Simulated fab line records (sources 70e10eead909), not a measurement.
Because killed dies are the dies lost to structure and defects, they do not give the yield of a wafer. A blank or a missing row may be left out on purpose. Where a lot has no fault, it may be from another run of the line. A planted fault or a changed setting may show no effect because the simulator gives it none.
A struck lot beside a sound one    flow nand harc    15 steps out of a route of 1302
Sound: the wafers L222.1, L222.3, L222.6. The struck wafers were L240.1, L240.2, L240.6. The cause comes at the end.
Per side, at each step with rows, come the tool, then ch with its chambers, and then its first start. Under that, the readings that differ: sound wafers    struck wafers    difference of the means    sigmas: that difference in standard deviations of wafers without a fault.
alike: readings whose means differ by less than 2 such deviations, and words and numbers that are the same on both sides. not compared: withheld readings, readings that some wafer has no value for, bounds like >300 that may hide the same value, and numbers for which the record gives no deviation and whose values overlap.
A row with sigmas, a row that says differs or no value, or rows on one side alone: a step with any of these is where the two part. Numbers that don't overlap but have no deviation are shown without sigmas and don't part them. A reading missing from all wafers of one side parts the sides only when that side holds two or more wafers.

NHARC_A_DECK1_JOINT_CMP_02: polishes SiOx.
  sound on cmp-04 ch 1,3, day 13 07:58; struck on cmp-01 ch 1,3, day 20 18:37
  alike: motor current A, slurry flow ml min
following that, these wafers have no rows for 1 step: NHARC_A_DECK1_JOINT_SRD_15.
NHARC_A_DECK1_JOINT_DEP_16: deposits SiO2, target thk 45 nm.
  sound on pecvd-02 ch 0,1,2, day 13 08:22; struck on pecvd-04 ch 0,1,2, day 20 19:01
  alike: heater power w, mfc precursor sccm, susceptor temp C, throttle valve pct
  not compared: since wet clean h
NHARC_A_DECK1_JOINT_THK_MEAS_17: measures by ellipsometry.
  sound on film metro-01 at day 13 08:37; struck on film metro-02 at day 20 19:17
  alike: thk nm
NHARC_A_DECK1_JOINT_INSPECT_05:
  sound on defect inspect-02 at day 13 08:39; struck on defect inspect-02 at day 20 19:19
  alike: raw defect count
next comes 1 step that has no rows for these wafers: NHARC_A_ONON_D2_DEP_00 (target thickness 1000 nm).
NHARC_A_ONON_D2_THK_MEAS_02: measures by ellipsometry.
  sound on film metro-01 at day 13 09:14; struck on film metro-01 at day 20 19:54
  alike: thk nm
next comes 1 step that has no rows for these wafers: NHARC_A_ONON_D2_DEP_03 (target thickness 1000 nm).
NHARC_A_ONON_D2_THK_MEAS_05: measures by ellipsometry.
  sound on film metro-02 at day 13 09:47; struck on film metro-01 at day 20 20:28
  alike: thk nm
next comes 1 step that has no rows for these wafers: NHARC_A_ONON_D2_DEP_06 (target thickness 1000 nm).
NHARC_A_ONON_D2_THK_MEAS_08: measures by ellipsometry.
  sound on film metro-02 at day 13 10:22; struck on film metro-02 at day 20 21:02
  alike: thk nm
NHARC_A_ONON_D2_DEP_09: target thk 1000 nm.
  sound on pecvd onon-01 ch 0, day 13 10:25; struck on pecvd onon-03 ch 0, day 20 21:05
  alike: susceptor temp C
NHARC_A_ONON_D2_THK_MEAS_11: measures by ellipsometry.
  sound on film metro-02 at day 13 10:55; struck on film metro-01 at day 20 21:35
reading      sound        struck          difference  sigmas
thk nm (nm)  990 990 990  1576 1575 1574  +585        +64
next comes 1 step that has no rows for these wafers: NHARC_A_ONON_D2_DEP_12 (target thickness 1000 nm).
-- record jumps: 12 days between struck wafers' starts before vs after; left off in module A_ONON_D2, resumes in module END, first step shown is number 1302 of the route --
NHARC_END_SORT_01:
  the record has rows for the struck wafers here (prober-02 ch 0, day 33 03:42) and none for the sound ones

## WHERE THEY PART
Earliest at NHARC_A_ONON_D2_THK_MEAS_11; latest, in this record, at NHARC_END_SORT_01.

WHY: what had been put in by the simulator
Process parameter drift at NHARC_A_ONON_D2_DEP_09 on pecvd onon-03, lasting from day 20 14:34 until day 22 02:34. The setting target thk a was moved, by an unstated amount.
